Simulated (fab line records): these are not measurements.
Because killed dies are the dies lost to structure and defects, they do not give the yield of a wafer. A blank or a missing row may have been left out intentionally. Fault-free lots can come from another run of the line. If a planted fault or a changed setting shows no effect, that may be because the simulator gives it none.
The tool behind it: which one? + flow n5-finfet + 72 wafers from 24 lots sampled at 5 of the route's 1938 steps

## WHAT THE GAUGES SHOWED, per wafer
N5_BEOL_M3_OVL_MEAS_29.
| lot  | measured     | on         | V2_OVL (nm)    |
|------|--------------|------------|----------------|
| L074 | day 7 13:32  | overlay-02 | 0.5 -0.4 -0.8  |
| L075 | day 8 06:13  | overlay-01 | -1.0 0.4 -1.2  |
| L076 | day 8 06:26  | overlay-01 | -0.5 -1.4 -1.0 |
| L079 | day 8 10:49  | overlay-01 | 0.4 -0.4 -0.2  |
| L078 | day 8 10:54  | overlay-02 | 1.0 -0.2 1.5   |
| L077 | day 8 11:52  | overlay-02 | 1.4 1.5 -0.5   |
| L081 | day 8 15:15  | overlay-01 | -0.4 0.0 0.2   |
| L080 | day 8 18:58  | overlay-02 | 0.0 1.4 0.6    |
| L083 | day 9 10:39  | overlay-02 | 0.6 0.8 -0.5   |
| L082 | day 9 12:25  | overlay-01 | 0.1 1.1 -0.4   |
| L084 | day 10 04:26 | overlay-02 | 1.4 -1.3 -1.3  |
| L086 | day 10 15:27 | overlay-02 | 0.8 2.4 0.7    |
| L085 | day 10 18:46 | overlay-02 | 0.1 0.3 0.5    |
| L087 | day 11 06:34 | overlay-02 | 0.6 -0.3 -0.8  |
| L088 | day 11 07:55 | overlay-02 | -0.8 -0.7 -0.1 |
| L090 | day 11 13:50 | overlay-02 | -0.7 -0.5 0.1  |
| L089 | day 11 14:28 | overlay-02 | 0.8 0.6 1.4    |
| L091 | day 11 20:48 | overlay-02 | -1.3 0.1 -1.4  |
| L092 | day 12 02:54 | overlay-02 | 0.7 1.6 0.4    |
| L093 | day 12 03:26 | overlay-02 | 0.0 0.3 -0.5   |
| L094 | day 12 08:52 | overlay-02 | 0.6 0.6 0.5    |
| L095 | day 12 20:50 | overlay-02 | -0.4 0.9 0.6   |
| L096 | day 13 06:40 | overlay-02 | -1.5 0.3 -1.0  |
| L097 | day 13 09:16 | overlay-02 | 0.4 -1.8 -0.3  |

N5_BEOL_M3_CD_MEAS_35: target cd 18 nm, target cd y 21 nm.
| lot  | measured     | on        | cd-nm (nm)     |
|------|--------------|-----------|----------------|
| L074 | day 7 18:56  | cd-sem-01 | 18.0 18.4 17.7 |
| L075 | day 8 14:36  | cd-sem-02 | 18.1 18.4 18.7 |
| L076 | day 8 19:43  | cd-sem-01 | 18.0 18.1 17.8 |
| L079 | day 8 19:57  | cd-sem-02 | 18.4 18.6 18.1 |
| L078 | day 9 00:55  | cd-sem-01 | 17.3 17.3 17.2 |
| L077 | day 8 20:44  | cd-sem-02 | 18.0 18.1 17.8 |
| L081 | day 9 06:06  | cd-sem-02 | 18.4 18.5 18.3 |
| L080 | day 9 04:57  | cd-sem-02 | 18.5 18.6 19.0 |
| L083 | day 9 16:35  | cd-sem-01 | 18.1 17.7 17.7 |
| L082 | day 10 14:17 | cd-sem-01 | 17.4 17.8 17.9 |
| L084 | day 10 18:58 | cd-sem-02 | 18.5 18.2 17.8 |
| L086 | day 10 21:55 | cd-sem-01 | 18.4 18.1 18.4 |
| L085 | day 11 01:13 | cd-sem-02 | 17.2 17.3 17.0 |
| L087 | day 11 10:59 | cd-sem-01 | 18.3 17.9 18.0 |
| L088 | day 11 15:00 | cd-sem-02 | 17.6 17.7 18.0 |
| L090 | day 12 07:44 | cd-sem-02 | 18.4 18.8 18.4 |
| L089 | day 12 13:52 | cd-sem-01 | 17.7 18.5 18.7 |
| L091 | day 12 14:10 | cd-sem-01 | 19.0 19.1 18.4 |
| L092 | day 12 14:38 | cd-sem-02 | 18.8 19.1 18.6 |
| L093 | day 12 19:14 | cd-sem-02 | 19.1 18.5 19.0 |
| L094 | day 13 01:28 | cd-sem-01 | 18.1 17.8 17.9 |
| L095 | day 13 13:54 | cd-sem-02 | 18.7 17.7 18.6 |
| L096 | day 13 08:13 | cd-sem-01 | 18.5 18.6 18.7 |
| L097 | day 14 07:30 | cd-sem-02 | 17.3 17.7 17.3 |

## TOOL THAT RAN EACH LOT (tool first, then ch and the chambers of the sampled wafers, then the start)
| lot  | N5_BEOL_M3_STRIP_66                | N5_BEOL_M3_STRIP_19                | N5_BEOL_M3_ETCH_69                 |
|------|------------------------------------|------------------------------------|------------------------------------|
| L074 | rie-diel-04 ch 1,2, day 7 12:50    | rie-diel-01 ch 1,2,3, day 7 12:59  | rie-diel-01 ch 1,2, day 7 13:41    |
| L075 | rie-diel-04 ch 1,2,3, day 8 05:31  | rie-diel-04 ch 0,2,3, day 8 05:40  | rie-diel-01 ch 1,3, day 8 06:22    |
| L076 | rie-diel-03 ch 2,3, day 8 05:43    | rie-diel-01 ch 1,2,3, day 8 05:53  | rie-diel-04 ch 0,1,3, day 8 06:34  |
| L079 | rie-diel-04 ch 0,1,3, day 8 10:02  | rie-diel-03 ch 0,1,2, day 8 10:24  | rie-diel-03 ch 0,2,3, day 8 11:12  |
| L078 | rie-diel-03 ch 2,3, day 8 10:17    | rie-diel-03 ch 2,3, day 8 10:26    | rie-diel-04 ch 0,1,3, day 8 11:17  |
| L077 | rie-diel-01 ch 2,3, day 8 11:17    | rie-diel-03 ch 0,3, day 8 11:26    | rie-diel-01 ch 2,3, day 8 12:01    |
| L081 | rie-diel-01 ch 1,2, day 8 14:33    | rie-diel-04 ch 0,1,2, day 8 14:42  | rie-diel-04 ch 0,2,3, day 8 15:23  |
| L080 | rie-diel-01 ch 1,2,3, day 8 18:16  | rie-diel-01 ch 0,1,2, day 8 18:25  | rie-diel-04 ch 0,1,3, day 8 19:07  |
| L083 | rie-diel-01 ch 1,2,3, day 9 09:56  | rie-diel-03 ch 0,1,2, day 9 10:05  | rie-diel-03 ch 1,3, day 9 10:47    |
| L082 | rie-diel-04 ch 0,1,3, day 9 11:43  | rie-diel-03 ch 0,3, day 9 11:52    | rie-diel-04 ch 0,2,3, day 9 12:34  |
| L084 | rie-diel-01 ch 0,1,2, day 10 03:50 | rie-diel-03 ch 0,2,3, day 10 04:01 | rie-diel-04 ch 0,2,3, day 10 04:35 |
| L086 | rie-diel-03 ch 0,2,3, day 10 14:53 | rie-diel-03 ch 1,2,3, day 10 15:02 | rie-diel-04 ch 0,1,2, day 10 15:59 |
| L085 | rie-diel-03 ch 0,1, day 10 18:10   | rie-diel-01 ch 1,2, day 10 18:20   | rie-diel-01 ch 1,2, day 10 19:08   |
| L087 | rie-diel-01 ch 0,2, day 11 05:34   | rie-diel-04 ch 0,1,3, day 11 06:01 | rie-diel-01 ch 0,1, day 11 07:22   |
| L088 | rie-diel-01 ch 0,2, day 11 07:17   | rie-diel-04 ch 2,3, day 11 07:29   | rie-diel-01 ch 0,1, day 11 08:41   |
| L090 | rie-diel-01 ch 0,1,2, day 11 13:15 | rie-diel-04 ch 0,1,3, day 11 13:25 | rie-diel-04 ch 2,3, day 11 14:00   |
| L089 | rie-diel-04 ch 0,2,3, day 11 13:40 | rie-diel-04 ch 0,2,3, day 11 13:55 | rie-diel-01 ch 0,1, day 11 15:12   |
| L091 | rie-diel-01 ch 0,2,3, day 11 19:59 | rie-diel-01 ch 1,2,3, day 11 20:15 | rie-diel-04 ch 1,2,3, day 11 21:36 |
| L092 | rie-diel-01 ch 2,3, day 12 02:12   | rie-diel-04 ch 2,3, day 12 02:21   | rie-diel-04 ch 0,3, day 12 03:02   |
| L093 | rie-diel-01 ch 0,1, day 12 02:28   | rie-diel-01 ch 0,2,3, day 12 02:53 | rie-diel-01 ch 0,1, day 12 03:46   |
| L094 | rie-diel-04 ch 0,2,3, day 12 08:17 | rie-diel-04 ch 0,1,3, day 12 08:26 | rie-diel-01 ch 0,2, day 12 09:01   |
| L095 | rie-diel-01 ch 1,2,3, day 12 20:12 | rie-diel-04 ch 1,2,3, day 12 20:25 | rie-diel-01 ch 0,1,2, day 12 20:59 |
| L096 | rie-diel-04 ch 0,1, day 13 05:58   | rie-diel-03 ch 0,1,3, day 13 06:07 | rie-diel-03 ch 1,2, day 13 06:49   |
| L097 | rie-diel-03 ch 1,3, day 13 08:34   | rie-diel-03 ch 0,1,2, day 13 08:44 | rie-diel-03 ch 2,3, day 13 09:25   |
- N5_BEOL_M3_STRIP_66: strips in CF4.
- N5_BEOL_M3_STRIP_19: strips in O2.
- N5_BEOL_M3_ETCH_69: etches SiARC in CF4, target depth 15.6 nm, time 26 s.

## WHAT THE TOOLS THEMSELVES READ (means of the sampled wafers that have a number; where no wafer has one, the mark that the record gives instead)
N5_BEOL_M3_STRIP_66.
| lot  | tool        | drypump-motor-current-A (A) | oes-product-au (a.u.) | rf-vpp-V (V) | showerhead-plenum-p-Torr (Torr) | throttle-valve-pct (%) |
|------|-------------|-----------------------------|-----------------------|--------------|---------------------------------|------------------------|
| L074 | rie-diel-04 | 5.1                         | 0.74                  | 269.9        | 1.72                            | 13.54                  |
| L075 | rie-diel-04 | 5.6                         | 0.75                  | 270.3        | 1.75                            | 13.60                  |
| L076 | rie-diel-03 | 5.8                         | 0.82                  | 271.6        | 1.77                            | 13.58                  |
| L079 | rie-diel-04 | 5.8                         | 0.82                  | 270.9        | 1.80                            | 13.58                  |
| L078 | rie-diel-03 | 5.8                         | 0.82                  | 270.8        | 1.77                            | 13.58                  |
| L077 | rie-diel-01 | 5.5                         | 0.91                  | 270.9        | 1.79                            | 13.24                  |
| L081 | rie-diel-01 | 5.2                         | 0.80                  | 269.8        | 1.73                            | 13.63                  |
| L080 | rie-diel-01 | 5.4                         | 0.86                  | 270.4        | 1.77                            | 13.43                  |
| L083 | rie-diel-01 | 5.4                         | 0.85                  | 270.6        | 1.77                            | 13.45                  |
| L082 | rie-diel-04 | 5.8                         | 0.81                  | 272.3        | 1.80                            | 13.61                  |
| L084 | rie-diel-01 | 5.3                         | 0.85                  | 271.8        | 1.79                            | 13.52                  |
| L086 | rie-diel-03 | 5.4                         | 0.84                  | 271.8        | 1.82                            | 13.53                  |
| L085 | rie-diel-03 | 5.4                         | 0.77                  | 271.8        | 1.83                            | 13.76                  |
| L087 | rie-diel-01 | 5.4                         | 0.88                  | 271.9        | 1.80                            | 13.35                  |
| L088 | rie-diel-01 | 5.4                         | 0.89                  | 271.9        | 1.80                            | 13.36                  |
| L090 | rie-diel-01 | 5.3                         | 0.83                  | 271.2        | 1.78                            | 13.55                  |
| L089 | rie-diel-04 | 5.5                         | 0.76                  | 269.9        | 1.75                            | 13.58                  |
| L091 | rie-diel-01 | 5.5                         | 0.88                  | 271.8        | 1.83                            | 13.34                  |
| L092 | rie-diel-01 | 5.6                         | 0.88                  | 272.3        | 1.82                            | 13.28                  |
| L093 | rie-diel-01 | 5.2                         | 0.78                  | 271.5        | 1.77                            | 13.76                  |
| L094 | rie-diel-04 | 5.5                         | 0.75                  | 270.4        | 1.75                            | 13.60                  |
| L095 | rie-diel-01 | 5.4                         | 0.81                  | 270.8        | 1.76                            | 13.51                  |
| L096 | rie-diel-04 | 5.5                         | 0.78                  | 270.9        | 1.80                            | 13.68                  |
| L097 | rie-diel-03 | 5.8                         | 0.73                  | 270.1        | 1.77                            | 13.85                  |

N5_BEOL_M3_STRIP_19.
| lot  | tool        | drypump-motor-current-A (A) | o2-flow-sccm (sccm) | oes-product-au (a.u.) | rf-vpp-V (V) | showerhead-plenum-p-Torr (Torr) | throttle-valve-pct (%) |
|------|-------------|-----------------------------|---------------------|-----------------------|--------------|---------------------------------|------------------------|
| L074 | rie-diel-01 | 5.4                         | 224.7               | 0.88                  | 3.6          | 2.08                            | 16.55                  |
| L075 | rie-diel-04 | 5.5                         | 225.7               | 0.80                  | 3.6          | 2.06                            | 16.63                  |
| L076 | rie-diel-01 | 5.4                         | 224.8               | 0.88                  | 4.4          | 2.08                            | 16.55                  |
| L079 | rie-diel-03 | 5.2                         | 224.0               | 0.82                  | 4.1          | 2.14                            | 16.66                  |
| L078 | rie-diel-03 | 5.5                         | 225.2               | 0.82                  | 3.9          | 2.08                            | 16.64                  |
| L077 | rie-diel-03 | 5.8                         | 224.6               | 0.86                  | 3.8          | 2.10                            | 16.57                  |
| L081 | rie-diel-04 | 5.2                         | 224.7               | 0.81                  | 4.0          | 2.07                            | 16.64                  |
| L080 | rie-diel-01 | 5.3                         | 224.5               | 0.89                  | 4.0          | 2.09                            | 16.65                  |
| L083 | rie-diel-03 | 5.2                         | 224.6               | 0.82                  | 4.0          | 2.14                            | 16.67                  |
| L082 | rie-diel-03 | 5.4                         | 224.5               | 0.89                  | 3.4          | 2.16                            | 16.48                  |
| L084 | rie-diel-03 | 5.4                         | 225.4               | 0.84                  | 3.6          | 2.12                            | 16.57                  |
| L086 | rie-diel-03 | 5.6                         | 225.3               | 0.77                  | 3.8          | 2.08                            | 16.78                  |
| L085 | rie-diel-01 | 5.4                         | 225.8               | 0.84                  | 3.8          | 2.03                            | 16.64                  |
| L087 | rie-diel-04 | 5.8                         | 224.7               | 0.80                  | 3.9          | 2.09                            | 16.70                  |
| L088 | rie-diel-04 | 5.8                         | 225.2               | 0.72                  | 3.5          | 2.04                            | 16.76                  |
| L090 | rie-diel-04 | 5.8                         | 225.2               | 0.81                  | 3.5          | 2.09                            | 16.70                  |
| L089 | rie-diel-04 | 5.5                         | 225.1               | 0.76                  | 3.4          | 2.05                            | 16.69                  |
| L091 | rie-diel-01 | 5.4                         | 225.2               | 0.83                  | 3.7          | 2.06                            | 16.62                  |
| L092 | rie-diel-04 | 5.8                         | 225.0               | 0.72                  | 4.0          | 2.04                            | 16.79                  |
| L093 | rie-diel-01 | 5.4                         | 224.5               | 0.90                  | 3.4          | 2.14                            | 16.49                  |
| L094 | rie-diel-04 | 5.8                         | 225.2               | 0.79                  | 3.9          | 2.09                            | 16.72                  |
| L095 | rie-diel-04 | 5.6                         | 224.6               | 0.73                  | 3.6          | 2.04                            | 16.80                  |
| L096 | rie-diel-03 | 5.6                         | 225.5               | 0.80                  | 3.7          | 2.11                            | 16.72                  |
| L097 | rie-diel-03 | 5.2                         | 225.6               | 0.80                  | 4.5          | 2.13                            | 16.70                  |

N5_BEOL_M3_ETCH_69.
| lot  | tool        | drypump-motor-current-A (A) | etch-rf-on-time-s (s) | oes-product-au (a.u.) | rf-vpp-V (V) | showerhead-plenum-p-Torr (Torr) | throttle-valve-pct (%) |
|------|-------------|-----------------------------|-----------------------|-----------------------|--------------|---------------------------------|------------------------|
| L074 | rie-diel-01 | 5.2                         | 27.4                  | 0.68                  | 184.5        | 2.07                            | 15.69                  |
| L075 | rie-diel-01 | 5.3                         | 26.6                  | 0.69                  | 184.0        | 2.11                            | 15.69                  |
| L076 | rie-diel-04 | 5.8                         | 25.7                  | 0.71                  | 184.9        | 2.15                            | 15.64                  |
| L079 | rie-diel-03 | 5.4                         | 25.7                  | 0.74                  | 184.9        | 2.18                            | 15.57                  |
| L078 | rie-diel-04 | 5.8                         | 25.9                  | 0.70                  | 184.3        | 2.15                            | 15.64                  |
| L077 | rie-diel-01 | 5.6                         | 25.6                  | 0.81                  | 184.9        | 2.17                            | 15.26                  |
| L081 | rie-diel-04 | 5.5                         | 26.2                  | 0.68                  | 183.2        | 2.11                            | 15.58                  |
| L080 | rie-diel-04 | 5.8                         | 25.6                  | 0.70                  | 184.9        | 2.15                            | 15.64                  |
| L083 | rie-diel-03 | 5.8                         | 25.3                  | 0.65                  | 184.3        | 2.11                            | 15.83                  |
| L082 | rie-diel-04 | 5.5                         | 26.0                  | 0.68                  | 183.9        | 2.10                            | 15.59                  |
| L084 | rie-diel-04 | 5.5                         | 26.0                  | 0.67                  | 183.4        | 2.10                            | 15.60                  |
| L086 | rie-diel-04 | 5.2                         | 25.9                  | 0.68                  | 183.9        | 2.11                            | 15.59                  |
| L085 | rie-diel-01 | 5.2                         | 27.6                  | 0.65                  | 183.5        | 2.06                            | 15.74                  |
| L087 | rie-diel-01 | 5.3                         | 26.3                  | 0.73                  | 185.1        | 2.19                            | 15.63                  |
| L088 | rie-diel-01 | 5.2                         | 26.9                  | 0.66                  | 184.5        | 2.12                            | 15.79                  |
| L090 | rie-diel-04 | 5.3                         | 26.6                  | 0.60                  | 183.2        | 2.04                            | 15.59                  |
| L089 | rie-diel-01 | 5.2                         | 26.9                  | 0.66                  | 183.4        | 2.12                            | 15.79                  |
| L091 | rie-diel-04 | 5.6                         | 25.9                  | 0.62                  | 183.3        | 2.09                            | 15.67                  |
| L092 | rie-diel-04 | 6.0                         | 25.7                  | 0.67                  | 184.6        | 2.14                            | 15.71                  |
| L093 | rie-diel-01 | 5.3                         | 26.3                  | 0.71                  | 184.8        | 2.18                            | 15.64                  |
| L094 | rie-diel-01 | 5.4                         | 26.3                  | 0.74                  | 184.3        | 2.13                            | 15.39                  |
| L095 | rie-diel-01 | 5.3                         | 26.5                  | 0.70                  | 183.0        | 2.12                            | 15.62                  |
| L096 | rie-diel-03 | 5.3                         | 25.7                  | 0.66                  | 184.3        | 2.15                            | 15.80                  |
| L097 | rie-diel-03 | 5.4                         | 26.0                  | 0.69                  | 182.8        | 2.14                            | 15.73                  |

## THE ANSWER, worked out from the rows above alone
Rule: what is usual is taken from the lots themselves. Put in order of their means at a reading, lots are off if they are a third of the lots or fewer, leave a main group of 4 or more, and stand apart from it by a gap of 3 or more times the standard deviation of the main group's means; of several such gaps the widest counts. A main group whose means are all the same, to the digits that the tables above print for the reading, isn't used. Also off: a lot with no number at a reading for which 4 or more lots have one. Where the step has rows for the other lots, those lots are counted as sound. First the gauges in route order, then the tools' own readings, where a lot's mean is used as printed above. At the first step where some lot is off, the reading lying furthest off is the one used; lots without a number count as furthest.
Nothing can be told from this: no lot is off at any reading shown.

## WHAT HAD BEEN PUT IN BY THE SIMULATOR
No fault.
